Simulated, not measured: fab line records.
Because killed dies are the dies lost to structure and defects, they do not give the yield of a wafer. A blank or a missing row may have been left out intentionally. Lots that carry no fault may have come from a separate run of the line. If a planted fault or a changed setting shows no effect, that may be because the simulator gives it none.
A lot that was struck, set against a sound lot :: flow n5Finfet :: 40 out of 1938 route steps
Sound: wafers L125.2, L125.4, L125.5. Struck: wafers L123.4, L123.5, L123.6. The cause is given at the end.
For every step that has rows: the tool of each side, followed by ch and its chambers, followed by its first start. Under that, the readings that differ: sound wafers :: struck wafers :: difference of the means :: sigmas: that difference in standard deviations of wafers without a fault.
alike: same words and numbers on both sides, and readings whose means sit less than 2 such deviations apart. not compared: any withheld reading, any reading some wafer has no value for, any bound like >300 that may hide the same value, and any number with overlapping values for which the record gives no deviation.
A row with sigmas, a row that says differs or no value, or rows on one side alone: a step with any of these is where the two part. Numbers that have no deviation but don't overlap get no sigmas and don't part them. Lack of a reading on every wafer of one side parts them only where that side has two or more wafers.

first, 10 steps without rows for these wafers: N5_MOL_CONTACT_COAG_DESCUM_88 (chemistry O2, time 7 s); N5_MOL_CONTACT_COAG_ETCH_89 (etches underlayer in N2/H2, target depth 13 nm, time 10.4 s); N5_MOL_CONTACT_COAG_ETCH_90 (etches SiARC in CF4, target depth 13 nm, time 21.7 s); N5_MOL_CONTACT_COAG_ALD_131 (deposits SiO2, target thk 5 nm, pulse time 1 s, co reactant pulse time 1 s); N5_MOL_CONTACT_COAG_ETCHBACK_132 (etches SiO2 in CHF3, target depth 10 nm, time 6.7 s); N5_MOL_CONTACT_COAG_ETCH_91 (etches SOC in N2/H2, target depth 60 nm, overetch 21 nm, time 101.2 s); N5_MOL_CONTACT_COAG_STRIP_92 (strips in N2/H2); N5_MOL_CONTACT_COAG_STRIP_93 (strips in N2/H2); N5_MOL_CONTACT_COAG_ETCHBACK_135 (etches SiO2 in CHF3, target depth 25 nm, time 16.7 s); N5_MOL_CONTACT_COAG_STRIP_118 (strips in CHF3).
N5_MOL_CONTACT_COAG_VIA_ETCH_46: etches SiO2 in C4F6/O2, target depth 46 nm, overetch 9.2 nm, time 40 s.
  sound on rieDiel-02 ch 0,1,2, day 10 20:53; struck on rieDiel-06 ch 0,1, day 10 11:13
  no value came back on the struck wafers for any of 9 readings (C4F6_flow_sccm (sccm), O2_flow_sccm (sccm) and others); on the sound wafers C4F6_flow_sccm (sccm) reads 9.993 10.020 10.020
reading: model.SOC_of_MOL_CONTACT_COAG_COAT_75.thkNm (nm)
sound: 50.6 50.6 50.8
struck: 57.6 57.6 57.8
difference: +7.0
sigmas: 
  not compared: rfHoursCounterH
then, 1 step without rows for these wafers: N5_MOL_CONTACT_COAG_STRIP_96 (strips in N2/H2).
N5_MOL_CONTACT_COAG_ETCH_47: etches SiNx in CH3F/O2, stops on W, target depth 27 nm.
  sound on rieDiel-02 ch 0,1,2, day 10 20:59; struck on rieDiel-06 ch 0,1, day 10 11:20
reading: etchRfOnTimeS (s)
sound: 30.9 30.3 30.6
struck: 50.8 50.8 50.8
difference: +20.2
sigmas: +53

reading: oesProductAu (a.u.)
sound: 0.61 0.82 0.68
struck: 0.32 0.33 0.33
difference: -0.38
sigmas: -6

reading: model.etch.overEtchS (s)
sound: 5.156 5.056 5.098
struck: 0 0 0
difference: -5
sigmas: 
  alike: CH3F_flow_sccm, O2_flow_sccm, chamberPressureMTorr, drypumpMotorCurrentA, oes_ar_750_au, rfVppV, showerheadPlenumPTorr, throttleValvePct
  not compared: rfHoursCounterH
then, 3 steps without rows for these wafers: N5_MOL_CONTACT_COAG_STRIP_119 (strips in N2/H2, time 30 s); N5_MOL_CONTACT_COAG_PRECLEAN_144 (cleans in alkaline clean, time 60 s); N5_MOL_CONTACT_COAG_SRD_145 (time 30 s).
N5_MOL_CONTACT_COAG_CD_MEAS_137: the cd target is 16 nm.
  struck on cdSem-02, day 10 11:34; sound on cdSem-02, day 10 21:13
reading: cdNm (nm)
sound: 15.72 15.98 15.95
struck: - - -
difference: no value on the struck wafers
sigmas: 
then, 20 steps without rows for these wafers: N5_MOL_CONTACT_COAG_COAT_62 (time 60 s, resist thk 60 nm); N5_MOL_CONTACT_COAG_COAT_63 (time 60 s, resist thk 10 nm); N5_MOL_CONTACT_COAG_COAT_64 (time 60 s, resist thk 10 nm); N5_MOL_CONTACT_COAG_COAT_34 (resist thk 40 nm); N5_MOL_CONTACT_COAG_EBR_36; N5_MOL_CONTACT_COAG_SOFTBAKE_35 (time 60 s); N5_MOL_CONTACT_COAG_EXPOSE_37 (exposes mask VD, defocus 0 nm); N5_MOL_CONTACT_COAG_PEB_38 (peb time 60 s); N5_MOL_CONTACT_COAG_DEVELOP_39 (develop time 30 s); N5_MOL_CONTACT_COAG_DESCUM_45 (chemistry O2, time 7 s); N5_MOL_CONTACT_COAG_ETCH_65 (etches underlayer in N2/H2, target depth 13 nm, time 10.4 s); N5_MOL_CONTACT_COAG_ETCH_66 (etches SiARC in CF4, target depth 13 nm, time 21.7 s); N5_MOL_CONTACT_COAG_ALD_133 (deposits SiO2, target thk 5 nm, pulse time 1 s, co reactant pulse time 1 s); N5_MOL_CONTACT_COAG_ETCHBACK_134 (etches SiO2 in CHF3, target depth 10 nm, time 6.7 s); N5_MOL_CONTACT_COAG_ETCH_67 (etches SOC in N2/H2, target depth 60 nm, overetch 21 nm, time 101.2 s); N5_MOL_CONTACT_COAG_STRIP_68 (strips in N2/H2); N5_MOL_CONTACT_COAG_STRIP_69 (strips in N2/H2); N5_MOL_CONTACT_COAG_ETCHBACK_136 (etches SiO2 in CHF3, target depth 25 nm, time 16.7 s); N5_MOL_CONTACT_COAG_STRIP_120 (strips in CHF3); N5_MOL_CONTACT_COAG_VIA_ETCH_117 (etches SiO2 in C4F6/O2, target depth 40 nm, overetch 8 nm, time 26 s).
N5_MOL_CONTACT_COAG_ETCH_124: etches SiNx in CH3F/O2, stops on SiOC, target depth 6.5 nm.
  sound on rieDiel-01 ch 0,1, day 10 22:20; struck on rieDiel-01 ch 0,2,3, day 10 13:11
reading: oesProductAu (a.u.)
sound: 0.70 0.62 0.70
struck: 0.26 0.28 0.27
difference: -0.40
sigmas: -7
  alike: CH3F_flow_sccm, O2_flow_sccm, chamberPressureMTorr, drypumpMotorCurrentA, oes_ar_750_au, rfVppV, showerheadPlenumPTorr, throttleValvePct
  not compared: rfHoursCounterH
N5_BEOL_M4_RC_MEAS_101:
  the record has rows for the sound wafers here (prober-02 ch 0, day 13 16:17) and none for the struck ones
-- record jumps: 6 days separate the struck wafers' starts on either side; left off in module BEOL_M4, taken up again in module PASSIVATION, whose first shown step is the route's number 1936 --
N5_PASSIVATION_PROBE_49:
  rows exist in the record for the struck wafers here (prober-01, day 16 20:11), but not for the sound ones

== WHERE THEY PART ==
At N5_MOL_CONTACT_COAG_VIA_ETCH_46 first; at N5_PASSIVATION_PROBE_49 last (within this record only).

WHY: the cause the simulator had injected
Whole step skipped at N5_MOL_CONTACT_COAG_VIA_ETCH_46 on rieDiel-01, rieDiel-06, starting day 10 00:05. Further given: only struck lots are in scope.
